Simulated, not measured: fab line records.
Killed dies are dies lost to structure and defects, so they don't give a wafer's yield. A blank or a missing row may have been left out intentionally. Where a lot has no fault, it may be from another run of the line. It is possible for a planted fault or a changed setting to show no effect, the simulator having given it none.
Which tool did it? | flow nand-harc | 11 lots, 33 wafers sampled, at 3 steps of a route of 1302

WHAT THE GAUGES READ, wafer by wafer
NHARC_P_GATE_CD_MEAS_11: target cd 1640 nm.
lot  | measured     | on        | cd-nm (nm)
L241 | day 4 09:59  | cd-sem-03 | 1638.5 1639.6 1641.6
L242 | day 4 21:58  | cd-sem-02 | 1642.7 1641.8 1642.8
L244 | day 5 17:11  | cd-sem-02 | 1637.3 1640.5 1641.0
L245 | day 5 21:58  | cd-sem-02 | - - -
L249 | day 7 14:48  | cd-sem-02 | 1641.6 1644.3 1639.5
L255 | day 10 09:28 | cd-sem-03 | 1643.3 1639.9 1641.4
L256 | day 10 16:56 | cd-sem-03 | 1641.5 1637.3 1638.9
L259 | day 12 00:47 | cd-sem-02 | 1639.5 1642.0 1639.1
L260 | day 12 13:23 | cd-sem-02 | 1639.7 1640.8 1639.4
L263 | day 13 13:01 | cd-sem-03 | 1637.9 1639.8 1639.3
L264 | day 13 23:28 | cd-sem-01 | 1642.1 1641.4 1640.8

WHICH TOOL RAN EACH LOT (tool, then ch and the chambers of the sampled wafers, then the start)
lot  | NHARC_P_ZERO_WELL_DESCUM_26       | NHARC_P_GATE_EXPOSE_08
L241 | rie-diel-12 ch 2,3, day 1 22:42   | krf-scanner-03 ch 0, day 4 09:50
L242 | rie-diel-12 ch 1,3, day 2 08:54   | krf-scanner-04 ch 0, day 4 21:49
L244 | rie-diel-12 ch 1,2, day 3 04:37   | krf-scanner-02 ch 0, day 5 17:02
L245 | rie-diel-12 ch 0,2, day 3 14:32   | krf-scanner-02 ch 0, day 5 21:48
L249 | rie-diel-03 ch 2,3, day 5 06:37   | krf-scanner-04 ch 0, day 7 14:39
L255 | rie-diel-13 ch 1,2,3, day 7 18:38 | krf-scanner-02 ch 0, day 10 09:19
L256 | rie-diel-12 ch 0,2,3, day 8 04:41 | krf-scanner-02 ch 0, day 10 16:47
L259 | rie-diel-12 ch 0,2,3, day 9 11:09 | krf-scanner-02 ch 0, day 12 00:38
L260 | rie-diel-03 ch 1,2,3, day 9 20:45 | krf-scanner-02 ch 0, day 12 13:14
L263 | rie-diel-13 ch 0,3, day 11 02:40  | krf-scanner-02 ch 0, day 13 12:52
L264 | rie-diel-12 ch 1,3, day 11 12:38  | krf-scanner-04 ch 0, day 13 23:19
- NHARC_P_ZERO_WELL_DESCUM_26: chemistry O2, time 3 s.
- NHARC_P_GATE_EXPOSE_08: exposes mask P HV.

THE ANSWER, worked out from the rows above alone
Rule: what is usual is taken from the lots themselves. Put in order of their means at a reading, lots are off if they are a third of the lots or fewer, leave a main group of 4 or more, and stand apart from it by a gap of 3 or more times the standard deviation of the main group's means; of several such gaps the widest counts. If all means in a main group match to the digits the tables above print for the reading, that group is not used. Also off: a lot with no number at a reading for which 4 or more lots have one. The other lots that the step has rows for count as sound.
Off: L245 (NHARC_P_GATE_CD_MEAS_11, cd-nm). Without a number there: L245. Main group: mean 1640.5 nm, sd 1.1.
If a tool, at a process step before that reading, ran all the lots that are off and no sound lot after the first of them, it fits. The gauges at NHARC_P_GATE_CD_MEAS_11 are tried like those tools. Not one of the candidates tried fits.

WHAT WAS PUT IN BY THE SIMULATOR
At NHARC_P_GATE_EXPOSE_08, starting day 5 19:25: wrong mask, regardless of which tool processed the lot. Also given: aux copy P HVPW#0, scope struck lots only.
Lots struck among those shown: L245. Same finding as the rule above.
